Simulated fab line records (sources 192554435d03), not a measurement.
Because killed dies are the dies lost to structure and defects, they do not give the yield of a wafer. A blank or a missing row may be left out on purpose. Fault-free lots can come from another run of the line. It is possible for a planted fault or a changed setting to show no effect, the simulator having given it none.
Split-lot study | flow n5Finfet | route with 1938 steps; 7 lots, 21 wafers read

## THE SPLIT ITSELF
At N5_BEOL_M12_SPUTTER_44 (material Ta, target thk 10 nm, time 16.13 s), the setting timeS was moved away from the recipe's 16.13 s on 7 of the 21 wafers read, by -11.5% to +13.2%. The other wafers ran this setting at the recipe's value.

The split's own step is where the reading is taken.

## THE READING
Ta_of_BEOL_M12_SPUTTER_44.thkNm (the simulator's own value, which no gauge read), in nm, at N5_BEOL_M12_SPUTTER_44 (material Ta, target thk 10 nm, time 16.13 s). The file does not state a usual value for it. Average 10.0 nm, standard deviation 0.18 nm, over the 14 wafers here run with the recipe.

wafer  | tool, chamber at the split | timeS as run, s | against the recipe | Ta_of_BEOL_M12_SPUTTER_44.thkNm, nm | against lot-mates on the recipe
L078.3 | pvdSputter-03, -           | 16.13           | recipe             | 10.2                                | -
L078.5 | pvdSputter-03, -           | 17.51           | +8.6%              | 11                                  | +0.9
L078.6 | pvdSputter-03, -           | 16.13           | recipe             | 10                                  | -
L081.1 | pvdSputter-01, -           | 16.13           | recipe             | 9.8                                 | -
L081.2 | pvdSputter-01, -           | 16.13           | recipe             | 9.8                                 | -
L081.4 | pvdSputter-01, -           | 16.13           | recipe             | 9.8                                 | -
L082.1 | pvdSputter-03, -           | 14.27           | -11.5%             | 8.4                                 | -1.2
L082.3 | pvdSputter-03, -           | 14.27           | -11.5%             | 8.6                                 | -1.0
L082.6 | pvdSputter-03, -           | 16.13           | recipe             | 9.6                                 | -
L083.2 | pvdSputter-02, -           | 16.13           | recipe             | 10                                  | -
L083.5 | pvdSputter-02, -           | 16.13           | recipe             | 10                                  | -
L083.6 | pvdSputter-02, -           | 16.13           | recipe             | 10                                  | -
L084.1 | pvdSputter-01, -           | 18.26           | +13.2%             | 11.2                                | +1.2
L084.3 | pvdSputter-01, -           | 18.26           | +13.2%             | 11.4                                | +1.4
L084.5 | pvdSputter-01, -           | 16.13           | recipe             | 10                                  | -
L096.2 | pvdSputter-01, -           | 14.48           | -10.2%             | 9                                   | -1.0
L096.3 | pvdSputter-01, -           | 16.13           | recipe             | 10                                  | -
L096.6 | pvdSputter-01, -           | 16.13           | recipe             | 10                                  | -
L097.2 | pvdSputter-03, -           | 16.13           | recipe             | 10                                  | -
L097.3 | pvdSputter-03, -           | 16.13           | recipe             | 10.4                                | -
L097.4 | pvdSputter-03, -           | 14.95           | -7.3%              | 9.6                                 | -0.6

FIT RESULTS
A straight line over all 21 wafers: Ta_of_BEOL_M12_SPUTTER_44.thkNm changes by +0.107 nm for each +1% of timeS; r = +0.96; the points scatter about the line by 0.21 nm.
The same after taking each lot's own level away (the mean of its wafers on the recipe; 21 wafers): +0.097 nm for each +1%; r = +0.99; scatter 0.09 nm.
The reading moves by 1.3 nm for the largest change in timeS, on that fit.
Measured against the standard deviation above, the lots' own levels, which go from 9.60 to 10.20 nm, span 3.3 times it.
So the lot-to-lot level changes the slope: the two fits differ.
Check: +1.33 nm against its lot-mates is what the line predicts for one of the wafers moved furthest among these (+13.2%) when that wafer is left out of the fit. Against them it came out at +1.2 nm.

## ADDITIONAL SPLITS CARRIED BY THESE WAFERS
Before the reading, these wafers also passed through other splits. Each is held against what the fit with the lots' levels taken away leaves over:
other split on the same wafers   | wafers away from the commonest value | r with Ta_of_BEOL_M12_SPUTTER_44.thkNm (lot level and that fit taken away)
N5_BEOL_M10_ETCH_61 cf4FlowSccm  | 2                                    | -0.23
N5_BEOL_M11_VIA_ETCH_34 timeS    | 4                                    | +0.26
N5_BEOL_M11_TRENCH_ETCH_37 timeS | 6                                    | +0.05
N5_BEOL_M12_COAT_04 spinRpm      | 6                                    | +0.21
N5_BEOL_M12_DESCUM_15 timeS      | 6                                    | -0.04

## FILE'S OWN FIT
Ta_of_BEOL_M12_SPUTTER_44.thkNm changes by +0.0968 nm for each +1% of timeS, r = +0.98.
